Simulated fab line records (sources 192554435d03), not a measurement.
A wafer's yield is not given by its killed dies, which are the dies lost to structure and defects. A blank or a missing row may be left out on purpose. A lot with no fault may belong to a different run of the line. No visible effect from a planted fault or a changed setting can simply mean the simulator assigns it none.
Matching of chambers + flow n5-finfet + N5_BEOL_M9_DEP_56 on pecvd-03 has 3 sister chambers
The step deposits SiCN from 3MS/NH3, target thk 15 nm, time 26.5 s. 6 wafers are shown with their chamber, then 11 later ones without.

WAFERS PAIRED WITH THEIR CHAMBERS
| wafer  | chamber | throttle-valve-pct (%) | showerhead-plenum-p-Torr (Torr) |
|--------|---------|------------------------|---------------------------------|
| L086.1 | 2       | 8.7                    | 3.671                           |
| L086.4 | 2       | 8.4                    | 3.669                           |
| L084.3 | 0       | 9.8                    | 3.657                           |
| L084.5 | 0       | 9.8                    | 3.660                           |
| L084.6 | 1       | 9.1                    | 3.680                           |
| L085.1 | 1       | 9.5                    | 3.679                           |

WAFERS WITHOUT THEIR CHAMBER
| wafer  | throttle-valve-pct (%) | showerhead-plenum-p-Torr (Torr) |
|--------|------------------------|---------------------------------|
| L085.2 | 8.8                    | 3.669                           |
| L085.5 | 9.6                    | 3.661                           |
| L089.2 | 8.5                    | 3.670                           |
| L089.3 | 9.3                    | 3.682                           |
| L089.6 | 9.3                    | 3.679                           |
| L090.1 | 9.3                    | 3.681                           |
| L090.2 | 9.5                    | 3.646                           |
| L090.3 | 8.5                    | 3.672                           |
| L096.2 | 9.7                    | 3.678                           |
| L096.4 | 9.2                    | 3.682                           |
| L096.6 | 8.9                    | 3.660                           |

CHAMBER TAKEN BY EACH
| wafer  | from the rows above | in truth                   |
|--------|---------------------|----------------------------|
| L085.2 | 2                   | 2                          |
| L085.5 | 0                   | 0                          |
| L089.2 | 2                   | 2                          |
| L089.3 | 1                   | 1                          |
| L089.6 | 1                   | 1                          |
| L090.1 | 1                   | 1                          |
| L090.2 | 0                   | 0                          |
| L090.3 | 2                   | 2                          |
| L096.2 | 1                   | 1                          |
| L096.4 | 1                   | 1                          |
| L096.6 | 0                   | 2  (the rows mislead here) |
Correctly placed: 10 of 11. Not placeable from these rows: 0. Placed wrongly: 1.
How it was worked out, from the rows above alone: a wafer's distance from a chamber is the root of the sum, over the readings, of the square of ((its reading less the chamber's mean) divided by the reading's scatter). If the next closest chamber is less than 2 further off than the closest, the wafer can't be placed; otherwise it belongs to the closest. A chamber's mean is the mean of its shown wafers. The scatter is the square root of a quotient: the sum, over the shown wafers, of each reading's squared deviation from its chamber's mean, divided by wafers minus chambers.
